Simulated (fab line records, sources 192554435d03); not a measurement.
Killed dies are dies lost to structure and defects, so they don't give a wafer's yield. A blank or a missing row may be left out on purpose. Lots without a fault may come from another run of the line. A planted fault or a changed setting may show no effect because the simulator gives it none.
Chamber matching | flow n5_finfet | N5_BEOL_M3_STRIP_36 on rie_diel-03: 4 sister chambers
The step strips in N2/H2. 4 wafers are shown with their chamber, then 7 later ones without.

WAFERS WITH THEIR CHAMBER
wafer  | chamber | showerhead_plenum_p_Torr (Torr)
L088.4 | 2       | 2.60
L092.4 | 0       | 2.46
L091.1 | 3       | 2.56
L091.2 | 1       | 2.60

WAFERS WITHOUT THEIR CHAMBER
wafer  | showerhead_plenum_p_Torr (Torr)
L091.6 | 2.60
L093.2 | 2.59
L093.4 | 2.46
L093.5 | 2.59
L096.1 | 2.55
L096.2 | 2.59
L096.3 | 2.46

WHICH CHAMBER EACH WENT THROUGH
wafer  | from the rows above     | in truth
L091.6 | can't be placed: 1 or 2 | 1
L093.2 | can't be placed: 1 or 2 | 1
L093.4 | 0                       | 0
L093.5 | can't be placed: 1 or 2 | 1
L096.1 | 3                       | 3
L096.2 | can't be placed: 1 or 2 | 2
L096.3 | 0                       | 0
Placed correctly: 3 of 7. Can't be placed from these rows: 4 (the true chamber is among the candidates in 4). Placed wrongly: 0.
How it was worked out, from the rows above alone: a wafer's distance from a chamber is the root of the sum, over the readings, of the square of ((its reading less the chamber's mean) divided by the reading's scatter). The wafer belongs to the nearest chamber; if the next one is less than 2 further off, it can't be placed. A chamber's mean is the mean of its shown wafers. The scatter: with one shown wafer a chamber, the root of the mean of the squares of how far each hidden wafer lies from its nearest shown one.
